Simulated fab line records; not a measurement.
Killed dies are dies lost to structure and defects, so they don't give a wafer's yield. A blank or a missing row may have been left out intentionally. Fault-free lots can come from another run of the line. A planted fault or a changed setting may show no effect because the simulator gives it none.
Struck lot and sound lot, side by side -- flow nand_harc -- 15 out of 1159 route steps
Sound: the wafers L394.2, L394.5, L394.6. Struck: wafers L389.3, L389.5. (L389.1 of the same lot was not struck and is left out.) The cause comes at the end.
Order at every step that has rows: each side's tool, ch and its chambers, its first start. Under that, the readings that differ: sound wafers -- struck wafers -- difference of the means -- sigmas: that difference in standard deviations of wafers without a fault.
alike: readings with means less than 2 such deviations apart, plus words and numbers identical on both sides. not compared: withheld readings, readings lacking a value on some wafer, bounds such as >300 that could conceal the same value, and numbers that have no deviation in the record and whose values overlap.
Wherever a step has rows on one side only, a row that says differs or no value, or a row with sigmas, the two part there. Numbers that have no deviation but don't overlap get no sigmas and don't part them. A reading missing from all wafers of one side parts the sides only when that side holds two or more wafers.

first, 7 steps without rows for these wafers: NHARC_P_STI_COAT_41 (time 65 s); NHARC_P_STI_COAT_03 (resist thk 600 nm); NHARC_P_STI_SOFTBAKE_04 (time 70 s); NHARC_P_STI_EBR_05; NHARC_P_STI_EXPOSE_06 (exposes mask P STI, target cd 200 nm); NHARC_P_STI_PEB_07 (peb time 80 s); NHARC_P_STI_DEVELOP_08 (time 50 s).
NHARC_P_STI_CD_MEAS_09 targets a cd of 200 nm.
  sound on cd_sem-03 ch 0, day 7 01:13; struck on cd_sem-01 ch 0, day 5 18:28
  alike: cd_nm
NHARC_P_STI_OVL_MEAS_10:
  struck on overlay-01, day 5 18:33; sound on overlay-01, day 7 01:18
  alike: overlay_x_nm, overlay_y_nm
NHARC_P_STI_INSPECT_11:
  struck on defect_inspect-01, day 5 18:35; sound on defect_inspect-01, day 7 01:20
  alike: raw_defect_count
then, 1 step without rows for these wafers: NHARC_P_STI_HARDBAKE_13 (time 65 s).
NHARC_P_STI_DESCUM_14: chemistry O2, time 3 s.
  sound on rie_diel-08 ch 0,1, day 7 01:28; struck on rie_diel-03 ch 0,3, day 5 18:43
  alike: drypump_motor_current_A, oes_product_au, rf_vpp_V, showerhead_plenum_p_Torr, throttle_valve_pct
  not compared: rf_hours_counter_h
NHARC_P_STI_ETCH_42: etches the open film in N2/H2, target depth 80 nm, overetch 24 nm, time 61 s.
  sound on rie_diel-08 ch 1,2,3, day 7 01:34; struck on rie_diel-03 ch 0, day 5 18:50
reading,sound,struck,difference,sigmas
run_length_s (s),81.5 82.5 82.4,66.1 66.0,-16.1,-37
  alike: drypump_motor_current_A, oes_product_au, rf_vpp_V, showerhead_plenum_p_Torr, throttle_valve_pct
  not compared: rf_hours_counter_h
NHARC_P_STI_ETCH_31: etches the open film in CF4/CHF3, target depth 108.9 nm, time 54.5 s.
  sound on rie_diel-08 ch 2,3; struck on rie_diel-03 ch 0,3
  alike: drypump_motor_current_A, oes_product_au, rf_vpp_V, run_length_s, showerhead_plenum_p_Torr, throttle_valve_pct
  not compared: rf_hours_counter_h
-- break in the record here, with 17 days between the starts of the struck wafers on either side (left off in module P_STI, picked up again in module END, where the first step shown is number 1159 on the route) --
NHARC_END_SORT_01:
  here the record holds rows for the struck wafers (prober-02 ch 0, day 22 09:56) but none for the sound ones

## WHERE THEY PART
Last at NHARC_END_SORT_01 as far as this record goes, first at NHARC_P_STI_ETCH_42.

WHY: what the simulator had put in
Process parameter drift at NHARC_P_STI_ETCH_42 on rie_diel-03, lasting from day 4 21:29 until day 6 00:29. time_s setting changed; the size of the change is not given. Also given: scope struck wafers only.
